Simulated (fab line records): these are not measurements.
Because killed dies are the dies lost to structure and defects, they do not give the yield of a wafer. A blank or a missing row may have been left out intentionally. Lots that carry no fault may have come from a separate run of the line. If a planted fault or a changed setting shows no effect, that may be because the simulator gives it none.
Which tool is to blame? / flow nand_harc / 12 lots, 36 wafers sampled, at 2 steps of a route of 1159

## WHAT THE GAUGES SHOWED, per wafer
NHARC_A_M0_INSPECT_27.
lot=L075; measured=day 19 05:31; on=defect_inspect-01; raw_defect_count=381 391 391
lot=L077; measured=day 19 12:26; on=defect_inspect-02; raw_defect_count=381 338 268
lot=L078; measured=day 20 13:58; on=defect_inspect-01; raw_defect_count=324 530 510
lot=L082; measured=day 22 14:17; on=defect_inspect-01; raw_defect_count=628 533 392
lot=L088; measured=day 22 14:36; on=defect_inspect-02; raw_defect_count=420 522 576
lot=L080; measured=day 22 23:52; on=defect_inspect-02; raw_defect_count=342 243 450
lot=L086; measured=day 24 03:56; on=defect_inspect-01; raw_defect_count=354 388 369
lot=L091; measured=day 24 12:05; on=defect_inspect-02; raw_defect_count=549 522 471
lot=L090; measured=day 24 12:31; on=defect_inspect-02; raw_defect_count=406 261 339
lot=L094; measured=day 24 20:33; on=defect_inspect-02; raw_defect_count=438 519 353
lot=L097; measured=day 24 23:17; on=defect_inspect-02; raw_defect_count=509 479 452
lot=L095; measured=day 25 08:41; on=defect_inspect-02; raw_defect_count=501 337 364

## TOOL THAT RAN EACH LOT (tool first, then ch and the chambers of the sampled wafers, then the start)
lot=L075; NHARC_A_M0_ANNEAL_30=rtp_anneal-01 ch 0, day 19 04:45
lot=L077; NHARC_A_M0_ANNEAL_30=rtp_anneal-01 ch 0, day 19 11:36
lot=L078; NHARC_A_M0_ANNEAL_30=rtp_anneal-02 ch 0, day 20 13:08
lot=L082; NHARC_A_M0_ANNEAL_30=rtp_anneal-01 ch 0, day 22 13:31
lot=L088; NHARC_A_M0_ANNEAL_30=rtp_anneal-01 ch 0, day 22 13:50
lot=L080; NHARC_A_M0_ANNEAL_30=rtp_anneal-02 ch 0, day 22 23:02
lot=L086; NHARC_A_M0_ANNEAL_30=rtp_anneal-02 ch 0, day 24 03:10
lot=L091; NHARC_A_M0_ANNEAL_30=rtp_anneal-02 ch 0, day 24 11:14
lot=L090; NHARC_A_M0_ANNEAL_30=rtp_anneal-01 ch 0, day 24 11:41
lot=L094; NHARC_A_M0_ANNEAL_30=rtp_anneal-02 ch 0, day 24 19:44
lot=L097; NHARC_A_M0_ANNEAL_30=rtp_anneal-01 ch 0, day 24 22:34
lot=L095; NHARC_A_M0_ANNEAL_30=rtp_anneal-01 ch 0, day 25 07:52
- NHARC_A_M0_ANNEAL_30: time 90 s.

## THE ANSWER, worked out from the rows above alone
Rule: the usual values come from the lots themselves. The widest of any qualifying gaps counts: lots, ordered by their means at a reading, are off when they make up no more than a third of the lots, leave a main group of 4 or more, and stand apart from it by 3 or more times the standard deviation of that group's means. Not used: any main group whose means are identical at the precision the tables above print for the reading. Also off: a lot with no number at a reading for which 4 or more lots have one. The other lots that the step has rows for count as sound.
None of the lots is off at any reading shown; this tells nothing.

## WHAT THE SIMULATOR PUT IN
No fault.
